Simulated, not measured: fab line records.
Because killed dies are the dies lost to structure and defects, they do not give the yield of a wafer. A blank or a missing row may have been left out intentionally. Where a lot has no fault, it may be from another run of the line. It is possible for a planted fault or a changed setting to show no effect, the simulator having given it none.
The same fault as seen by 2 desks ; flow n5-finfet ; only its own numbers are on each desk; what lay behind them is given at the end

## TOOL OWNER'S DESK, pvd-sputter-01
The tool's own readings at N5_BEOL_M4_HM_DEP_02 (deposits TiN, target thk 20 nm): means of the sampled wafers that have a number, for each lot that ran on this tool. A lot is out of limits, marked OUT, if its mean lies more than 4 standard deviations from the usual mean; the brackets give that distance.
Columns: A = throttle-valve-pct at N5_BEOL_M4_HM_DEP_02, usual 29.8 %
lot;first seen here;A
L418;day 8 03:36;30.6
L421;day 8 17:34;31.3
L431;day 11 08:01;31.5
L432;day 11 13:52;28.9
Finding of this desk: none of the 4 lots has anything out of limits.

## AT THE METROLOGY DESK
Means of the sampled wafers that have a number, per lot and without regard to the tool the lot ran on: this is what the gauges read. A lot is out of limits, marked OUT, if its mean lies more than 4 standard deviations from the usual mean; the brackets give that distance. Readings shown: 7 out of 12 (the first out of limits, and those lying furthest out on some lot).
Columns: A = trench-depth-nm at N5_BEOL_M4_OCD_MEAS_38, usual 55.5 nm; B = DIBL_N at N5_BEOL_M4_RC_MEAS_101, usual 36.9 mV/V; C = DIBL_P at N5_BEOL_M4_RC_MEAS_101, usual 37.3 mV/V; D = ION_N at N5_BEOL_M4_RC_MEAS_101, usual 673 uA/um; E = ION_P at N5_BEOL_M4_RC_MEAS_101, usual 463 uA/um; F = SS_N at N5_BEOL_M4_RC_MEAS_101, usual 71.6 mV/dec; G = VT_P at N5_BEOL_M4_RC_MEAS_101, usual -250 mV
lot;first seen here;A;B;C;D;E;F;G
L418;day 8 09:01;55.8;36.4;38.7;670;459;71.6;-255
L421;day 8 22:07;55.8;36.7;35.4;664;451;71.8;-255
L431;day 11 10:53;40.1 (-15) OUT;36.9;36.9;699;477;71.6;-249
L432;day 11 17:50;35.5 (-20) OUT;35.7;36.9;669;462;71.7;-252
L433;day 11 21:13;55.2;35.5;35.8;676;464;71.8;-251
L437;day 13 12:36;55.2;34.8;34.7;668;456;70.7;-255
L439;day 13 13:53;56.4;38.5;38.9;668;457;72.1;-253
This desk's verdict: out of limits on L431, L432, starting with L431 at day 11 10:53 (trench-depth-nm at N5_BEOL_M4_OCD_MEAS_38). In limits: L418, L421, L433, L437, L439.

## ALL TOGETHER
L431, L432 would have let the metrology desk raise an alarm at day 11 10:53.
Nothing out of limits was seen by the tool owner's desk.
Tool owner's desk: L431, L432 on record, inside its limits.
All the named lots went through N5_BEOL_M4_HM_DEP_02 on pvd-sputter-01.

## WHAT THE SIMULATOR PUT IN
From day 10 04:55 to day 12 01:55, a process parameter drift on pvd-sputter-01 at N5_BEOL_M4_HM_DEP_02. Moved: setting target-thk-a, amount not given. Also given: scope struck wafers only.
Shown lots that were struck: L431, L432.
Delay in hours, fault start to first out-of-limits reading, per desk: metrology desk 30.
